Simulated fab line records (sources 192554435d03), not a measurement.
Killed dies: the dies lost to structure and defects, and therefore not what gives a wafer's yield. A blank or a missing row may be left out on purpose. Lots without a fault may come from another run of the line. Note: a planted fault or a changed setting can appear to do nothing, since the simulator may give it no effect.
Chamber matching + flow n5 finfet + 4 sister chambers for N5_BEOL_M11_DESCUM_16 on rie diel-02
The step chemistry O2, time 7.9 s. 22 wafers are shown with their chamber, then 11 later ones without.

== EACH WAFER AND ITS CHAMBER ==
| wafer  | chamber | throttle valve pct (%) | showerhead plenum p Torr (Torr) | oes product au (a.u.) |
|--------|---------|------------------------|---------------------------------|-----------------------|
| L074.3 | 0       | 20.14                  | 2.14                            | 0.86                  |
| L074.4 | 1       | 20.94                  | 2.01                            | 0.73                  |
| L074.6 | 1       | 20.96                  | 2.01                            | 0.73                  |
| L077.2 | 0       | 20.15                  | 2.14                            | 0.85                  |
| L077.5 | 1       | 20.98                  | 2.01                            | 0.72                  |
| L077.6 | 0       | 20.16                  | 2.14                            | 0.85                  |
| L081.2 | 3       | 20.12                  | 1.98                            | 0.72                  |
| L081.3 | 2       | 20.34                  | 2.21                            | 0.97                  |
| L081.5 | 2       | 20.36                  | 2.21                            | 0.96                  |
| L079.3 | 3       | 20.13                  | 1.98                            | 0.73                  |
| L079.4 | 0       | 20.16                  | 2.13                            | 0.85                  |
| L079.6 | 0       | 20.17                  | 2.13                            | 0.85                  |
| L082.3 | 3       | 20.13                  | 1.97                            | 0.72                  |
| L082.4 | 0       | 20.15                  | 2.13                            | 0.85                  |
| L082.6 | 2       | 20.37                  | 2.20                            | 0.94                  |
| L078.1 | 0       | 20.16                  | 2.13                            | 0.85                  |
| L078.4 | 1       | 20.98                  | 2.00                            | 0.72                  |
| L078.5 | 0       | 20.19                  | 2.13                            | 0.84                  |
| L083.4 | 1       | 20.98                  | 2.00                            | 0.72                  |
| L083.5 | 0       | 20.18                  | 2.13                            | 0.84                  |
| L083.6 | 3       | 20.13                  | 1.97                            | 0.71                  |
| L084.2 | 2       | 20.37                  | 2.20                            | 0.94                  |

SIGNATURES (means of the wafers above)
| reading                  | chamber 0 | chamber 1 | chamber 2 | chamber 3 | scatter within a chamber |
|--------------------------|-----------|-----------|-----------|-----------|--------------------------|
| throttle valve pct       | 20.1622   | 20.9680   | 20.3600   | 20.1275   | 0.0147                   |
| showerhead plenum p Torr | 2.1333    | 2.0060    | 2.2050    | 1.9750    | 0.00537                  |
| oes product au           | 0.8489    | 0.7240    | 0.9525    | 0.7200    | 0.00845                  |
Rule: a wafer's distance from a chamber is the root of the sum, over the readings, of the square of ((its reading less the chamber's mean) divided by the reading's scatter). The wafer belongs to the nearest chamber; if the next one is less than 2 further off, it can't be placed. The scatter: the root of (the sum of the squares of (reading less its chamber's mean) over the shown wafers, divided by (wafers less chambers)).

== WAFERS WHOSE CHAMBER IS MISSING ==
| wafer  | throttle valve pct (%) | showerhead plenum p Torr (Torr) | oes product au (a.u.) |
|--------|------------------------|---------------------------------|-----------------------|
| L084.4 | 20.19                  | 2.13                            | 0.84                  |
| L084.6 | 20.15                  | 1.97                            | 0.72                  |
| L085.1 | 20.37                  | 2.20                            | 0.94                  |
| L085.2 | 20.15                  | 1.97                            | 0.71                  |
| L085.6 | 20.17                  | 1.97                            | 0.72                  |
| L086.2 | 20.16                  | 1.97                            | 0.71                  |
| L086.5 | 20.36                  | 2.20                            | 0.92                  |
| L086.6 | 20.99                  | 2.00                            | 0.71                  |
| L091.1 | 20.17                  | 1.97                            | 0.70                  |
| L091.2 | 20.41                  | 2.19                            | 0.91                  |
| L091.4 | 20.21                  | 2.13                            | 0.82                  |

== CHAMBER TAKEN BY EACH ==
| wafer  | from the rows above | in truth |
|--------|---------------------|----------|
| L084.4 | 0                   | 0        |
| L084.6 | 3                   | 3        |
| L085.1 | 2                   | 2        |
| L085.2 | 3                   | 3        |
| L085.6 | 3                   | 3        |
| L086.2 | 3                   | 3        |
| L086.5 | 2                   | 2        |
| L086.6 | 1                   | 1        |
| L091.1 | 3                   | 3        |
| L091.2 | 2                   | 2        |
| L091.4 | 0                   | 0        |
Correctly placed: 11 of 11. Can't be placed from these rows: 0. Number placed wrongly: 0.
